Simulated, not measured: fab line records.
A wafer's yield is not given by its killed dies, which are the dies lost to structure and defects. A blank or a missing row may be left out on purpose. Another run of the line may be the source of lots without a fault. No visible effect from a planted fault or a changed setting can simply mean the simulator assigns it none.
Chamber matching + flow n5 finfet + N5_STI_FIN_REVEAL_ALD_00 on ald sin-03 has 4 sister chambers
The step deposits SiO2, target thk 1 nm, pulse time 1 s. 16 wafers are shown with their chamber, then 8 later ones without.

== WAFERS, EACH WITH ITS CHAMBER ==
| wafer  | chamber | heater power outer w (W) | heater power w (W) | precursor pulse height rel |
|--------|---------|--------------------------|--------------------|----------------------------|
| L082.1 | 2       | 241                      | 458                | 1.004                      |
| L082.4 | 3       | 250                      | 480                | 0.997                      |
| L082.6 | 0       | 299                      | 509                | 0.985                      |
| L083.1 | 1       | 206                      | 398                | 0.994                      |
| L083.2 | 0       | 299                      | 503                | 1.001                      |
| L083.5 | 1       | 215                      | 399                | 1.031                      |
| L086.1 | 0       | 294                      | 516                | 1.017                      |
| L086.3 | 1       | 212                      | 386                | 0.993                      |
| L086.4 | 3       | 248                      | 476                | 0.991                      |
| L088.3 | 3       | 248                      | 478                | 0.999                      |
| L088.5 | 3       | 249                      | 487                | 1.008                      |
| L088.6 | 0       | 301                      | 511                | 0.969                      |
| L089.4 | 2       | 239                      | 450                | 1.021                      |
| L089.5 | 2       | 244                      | 445                | 0.981                      |
| L089.6 | 1       | 216                      | 397                | 1.020                      |
| L094.1 | 3       | 249                      | 473                | 1.018                      |

SIGNATURES (averages over the wafers above)
| reading                    | chamber 0 | chamber 1 | chamber 2 | chamber 3 | scatter within a chamber |
|----------------------------|-----------|-----------|-----------|-----------|--------------------------|
| heater power outer w       | 298.25    | 212.25    | 241.33    | 248.80    | 2.93                     |
| heater power w             | 509.75    | 395.00    | 451.00    | 478.80    | 5.73                     |
| precursor pulse height rel | 0.99300   | 1.00950   | 1.00200   | 1.00260   | 0.0174                   |
Rule: for a wafer and a chamber, the distance is found by dividing, reading by reading, the gap between the wafer's reading and the chamber's mean by the reading's scatter, squaring, summing and taking the root. If the next closest chamber is less than 2 further off than the closest, the wafer can't be placed; otherwise it belongs to the closest. The scatter is the square root of a quotient: the sum, over the shown wafers, of each reading's squared deviation from its chamber's mean, divided by wafers minus chambers.

== WAFERS WITH NO CHAMBER GIVEN ==
| wafer  | heater power outer w (W) | heater power w (W) | precursor pulse height rel |
|--------|--------------------------|--------------------|----------------------------|
| L094.2 | 298                      | 506                | 0.998                      |
| L094.6 | 211                      | 388                | 1.001                      |
| L095.1 | 252                      | 472                | 1.000                      |
| L095.5 | 288                      | 515                | 1.006                      |
| L095.6 | 212                      | 386                | 1.012                      |
| L096.1 | 214                      | 383                | 1.017                      |
| L096.2 | 249                      | 465                | 0.990                      |
| L096.6 | 300                      | 504                | 1.023                      |

== THE CHAMBER EACH PASSED THROUGH ==
| wafer  | from the rows above     | in truth |
|--------|-------------------------|----------|
| L094.2 | 0                       | 0        |
| L094.6 | 1                       | 1        |
| L095.1 | 3                       | 3        |
| L095.5 | 0                       | 0        |
| L095.6 | 1                       | 1        |
| L096.1 | 1                       | 1        |
| L096.2 | can't be placed: 3 or 2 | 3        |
| L096.6 | 0                       | 0        |
Placed correctly: 7 of 8. Can't be placed from these rows: 1 (the true chamber is among the candidates in 1). Placed wrongly: 0.
